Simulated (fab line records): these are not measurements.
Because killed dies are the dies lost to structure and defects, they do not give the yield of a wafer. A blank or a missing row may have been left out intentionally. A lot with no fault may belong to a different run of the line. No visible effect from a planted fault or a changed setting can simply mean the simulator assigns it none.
One fault seen from 2 desks	flow nandHarc	what lay behind the numbers comes last; until then each desk has only its own

## FROM THE METROLOGY DESK
What the gauges read, lot by lot, whatever tool the lot ran on: means of the sampled wafers that have a number. If a lot's mean is further than 4 standard deviations from the usual mean, the lot is out of limits and carries the mark OUT (the distance appears in the brackets).
Columns: A = overlayXNm at NHARC_A_BONDPAD_OVL_MEAS_35, usual 0 nm; B = overlayYNm at NHARC_A_BONDPAD_OVL_MEAS_35, usual 0 nm
lot	first seen here	A	B
L746	day 22 21:21	-6	-8
L747	day 23 13:01	1	-7
L748	day 23 21:33	4	7
L749	day 24 13:01	5	-2
L752	day 25 04:32	-4	-1
L751	day 25 16:34	4	-5
L753	day 26 15:02	4	-4
L754	day 26 20:10	3	-8
L755	day 27 02:49	4	-4
L756	day 27 15:00	-4	7
L757	day 27 19:55	-2	2
L766	day 31 07:55	1	-1
L769	day 32 23:54	6	7
Result from this desk: across the 13 lots, nothing is out of limits.

## THE TOOL OWNER'S DESK: rieDiel-06
The tool's own readings at NHARC_A_BONDPAD_ETCH_12 (etches the open film in CHF3/O2, target depth 220 nm, time 110 s): means of the sampled wafers that have a number, for each lot that ran on this tool. If a lot's mean is further than 4 standard deviations from the usual mean, the lot is out of limits and carries the mark OUT (the distance appears in the brackets).
Columns: A = drypumpMotorCurrentA at NHARC_A_BONDPAD_ETCH_12, usual 5.5 A; B = oesProductAu at NHARC_A_BONDPAD_ETCH_12, usual 0.945 a.u.; C = rfFwdPowerW at NHARC_A_BONDPAD_ETCH_12, usual 496.9 W; D = rfVppV at NHARC_A_BONDPAD_ETCH_12, usual 370 V; E = showerheadPlenumPTorr at NHARC_A_BONDPAD_ETCH_12, usual 2.38 Torr; F = throttleValvePct at NHARC_A_BONDPAD_ETCH_12, usual 20.571 %
lot	first seen here	A	B	C	D	E	F
L746	day 22 21:41	5.6	0.968	496.4	370	2.35	20.571
L747	day 23 13:19	5.6	0.974	497.7	367	2.25	20.584
L749	day 24 13:19	5.6	0.976	498.1	369	2.35	20.564
L751	day 25 16:52	5.6	0.920	497.6	367	2.25	20.571
L755	day 27 03:09	5.6	0.925	498.0	367	2.25	20.571
L756	day 27 15:19	5.6	0.975	496.6	370	2.35	20.576
L757	day 27 20:14	5.4	0.933	496.3	370	2.39	20.567
L766	day 31 08:14	5.4	0.877	429.9 (-39) OUT	370	2.39	20.566
This desk's finding: out of limits on L766; first on L766, day 31 08:14 (rfFwdPowerW at NHARC_A_BONDPAD_ETCH_12). L746, L747, L749, L751, L755, L756, L757: within limits.

## TAKEN TOGETHER
An alarm could have come from the tool owner's desk at day 31 08:14, on L766.
At the metrology desk, nothing out of limits was observed.
The metrology desk has L766 on record, within its limits.
All the named lots went through NHARC_A_BONDPAD_ETCH_12 on rieDiel-06.

## WHAT THE SIMULATOR PUT IN
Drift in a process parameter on rieDiel-06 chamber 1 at NHARC_A_BONDPAD_ETCH_12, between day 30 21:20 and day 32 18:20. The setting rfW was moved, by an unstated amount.
Shown lots that were struck: L766.
Hours from the fault's start to each desk's first reading out of limits: the tool owner's desk, 11.
